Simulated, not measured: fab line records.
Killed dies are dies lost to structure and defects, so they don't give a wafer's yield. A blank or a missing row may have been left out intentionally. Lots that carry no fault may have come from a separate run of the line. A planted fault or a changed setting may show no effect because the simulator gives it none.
Problem report, 8D (eight disciplines) form, completed by code || flow nand harc || the parts of the form that need people (team, actions taken, sign-off) are left out

## 1. PROBLEM STATEMENT
At NHARC_A_BLC_ETCH_17, run length s averages 568.5 s over 2 wafers from 2 lots, while fault-free wafers read 630.5 s, standard deviation 0.49. That is -99 or more standard deviations from the usual mean.
The step: etches the open film in N2/H2, target depth 390 nm, time 609.38 s.
First observed at day 19 11:21: wafer L707.3, on rie diel-12. The record has a number at this step for 36 wafers belonging to 12 lots. By rule, "out" or "out of limits" means more than 4 standard deviations away from the usual mean. The rest of the wafers with a number are treated as sound.

## 2. WHAT THIS IS AND IS NOT
{"question": "which readings at this step", "is": "run length s", "is not": "rf vpp V, showerhead plenum p Torr, throttle valve pct"}
{"question": "which lots", "is": "L707, L710", "is not": "L698, L699, L700, L713, L714, L715, L716, L717, L719, L721"}
{"question": "which wafers of those lots", "is": "L707.3, L710.4", "is not": "L707.1, L707.5, L710.1, L710.2"}
{"question": "read on which tools", "is": "rie diel-12", "is not": "rie diel-05, rie diel-06"}
{"question": "when", "is": "from day 19 11:21", "is not": "up to then (11 sound wafers); but 23 sound wafers of L710, L713, L714, L715, L716, L717, L719, L721 came after"}

## 3. WHAT RULES OUT EACH SUSPECT
Counting: if a tool at a process step up to the reading ran every lot that is out, it stays a suspect. Sound lots after the first of them don't rule it out here, since some wafers of a struck lot are sound.
- rie diel-01 at NHARC_A_CONTACT_ETCH_88 (etches the open film in CF4, target depth 39 nm, time 65 s): kept. Ran every lot that is out, first one L707 (day 19 04:28); last sound lot up to then L698 (day 17 14:54).
- rie diel-12 at NHARC_A_BLC_ETCH_17 (etches the open film in N2/H2, target depth 390 nm, time 609.38 s): kept. Ran every lot that is out, first one L707 (day 19 11:21); last sound lot up to then L698 (day 17 21:19). Its own run length s readings are out on those wafers.
Left after counting: rie diel-01 at NHARC_A_CONTACT_ETCH_88, rie diel-12 at NHARC_A_BLC_ETCH_17.

## 4. THE CAUSE (what the simulator had put in)
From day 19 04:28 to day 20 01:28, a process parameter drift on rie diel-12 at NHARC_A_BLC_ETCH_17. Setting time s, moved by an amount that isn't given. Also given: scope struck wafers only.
Counting left 2 suspects, and this tool is among them.

## 5. THE CHAIN OF EFFECTS, in route order
One row per reading whose mean, taken over the struck wafers that have a number, lies over 3 standard deviations from the usual. Only readings whose record carries a usual standard deviation are examined. hours: median over the lots of the time between each lot's start at the first step of this table that gives one and its start at this step. sigmas: the change, counted in usual standard deviations.
{"hours": 0, "step": "NHARC_A_BLC_ETCH_17", "reading": "run length s", "usual": "630.5 s", "on struck wafers": 568.5, "change": -62.0, "sigmas": "-99 or more"}
Here are the process steps it includes:
- NHARC_A_BLC_ETCH_17: etches the open film in N2/H2, target depth 390 nm, time 609.38 s.
Later steps that measure or inspect, where all struck wafers having a row at the step show a number for every such reading and not one has moved that far: NHARC_END_SORT_01.

## 6. WHAT WOULD HAVE CAUGHT IT SOONER
In this record the first reading out of limits was taken at day 19 11:21, 7 hours after the fault began at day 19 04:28.
